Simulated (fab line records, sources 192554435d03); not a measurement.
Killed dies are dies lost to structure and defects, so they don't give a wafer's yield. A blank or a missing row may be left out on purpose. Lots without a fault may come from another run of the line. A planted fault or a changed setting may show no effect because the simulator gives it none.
A struck lot beside a sound one | flow n5_finfet | 13 steps out of a route of 1938
Sound: wafers L354.2, L354.3, L354.4. Struck: wafers L337.1, L337.3, L337.6. The cause comes at the end.
At each step with rows: each side's tool, then ch and its chambers, then its first start. Under that, the readings that differ: sound wafers | struck wafers | difference of the means | sigmas: that difference in standard deviations of wafers without a fault.
alike: readings whose means differ by less than 2 such deviations, and words and numbers that are the same on both sides. not compared: withheld readings, readings that some wafer has no value for, bounds like >300 that may hide the same value, and numbers for which the record gives no deviation and whose values overlap.
The two part at a step that has a row with sigmas, a row that says differs or no value, or rows on one side only. Numbers that don't overlap but have no deviation are shown without sigmas and don't part them. A reading that every wafer of one side lacks parts them only if that side has two wafers or more.

first, 9 steps without rows for these wafers: N5_BEOL_M0_SAQP_COAT_34 (resist thk 30 nm); N5_BEOL_M0_SAQP_EBR_36; N5_BEOL_M0_SAQP_SOFTBAKE_35 (time 60 s); N5_BEOL_M0_SAQP_EXPOSE_37 (exposes mask M0 CUT1, target cd 30 nm); N5_BEOL_M0_SAQP_PEB_38 (peb time 60 s); N5_BEOL_M0_SAQP_DEVELOP_39 (develop time 30 s); N5_BEOL_M0_SAQP_DESCUM_45 (chemistry O2, time 7 s); N5_BEOL_M0_SAQP_ETCH_88 (etches underlayer in N2/H2, target depth 6.5 nm, time 5.2 s); N5_BEOL_M0_SAQP_ETCH_73 (etches SiARC in CF4, target depth 19.5 nm, time 32.5 s).
N5_BEOL_M0_SAQP_CUT_ETCH_46: etches SOC in N2/H2, target depth 135 nm, overetch 27 nm, time 202.5 s.
  sound on rie_diel-02 ch 0,1,3, day 11 09:35; struck on rie_diel-04 ch 0,2, day 7 05:42
  no value came back on the struck wafers for any of 7 readings (bias_w (W), chamber_pressure_mTorr (mTorr) and others); on the sound wafers bias_w (W) reads 150.4 149.7 149.7
  reading                                              | sound       | struck   | difference | sigmas
  model.SiARC_of_BEOL_M0_SAQP_COAT_72.thk_nm (nm)      | 5.4 4.8 5.2 | 15 15 15 | +10        |
  model.underlayer_of_BEOL_M0_SAQP_COAT_87.thk_nm (nm) | 0 0 0       | 5 5 5    | +5         |
  not compared: rf_hours_counter_h
then, 1 step without rows for these wafers: N5_BEOL_M0_SAQP_STRIP_74 (strips in N2/H2).
N5_BEOL_M4_RC_MEAS_101:
  the record has rows for the sound wafers here (prober-02 ch 0, day 15 11:11) and none for the struck ones
-- the record jumps here: 9 days lie between the struck wafers' starts before and after (it left off in module BEOL_M4 and takes up again in module PASSIVATION, whose first step shown is number 1936 of the route) --
N5_PASSIVATION_PROBE_49:
  the record has rows for the struck wafers here (prober-02, day 16 11:46) and none for the sound ones

WHERE THEY PART
First at N5_BEOL_M0_SAQP_CUT_ETCH_46; last, within this record, at N5_PASSIVATION_PROBE_49.

WHY: what the simulator had put in
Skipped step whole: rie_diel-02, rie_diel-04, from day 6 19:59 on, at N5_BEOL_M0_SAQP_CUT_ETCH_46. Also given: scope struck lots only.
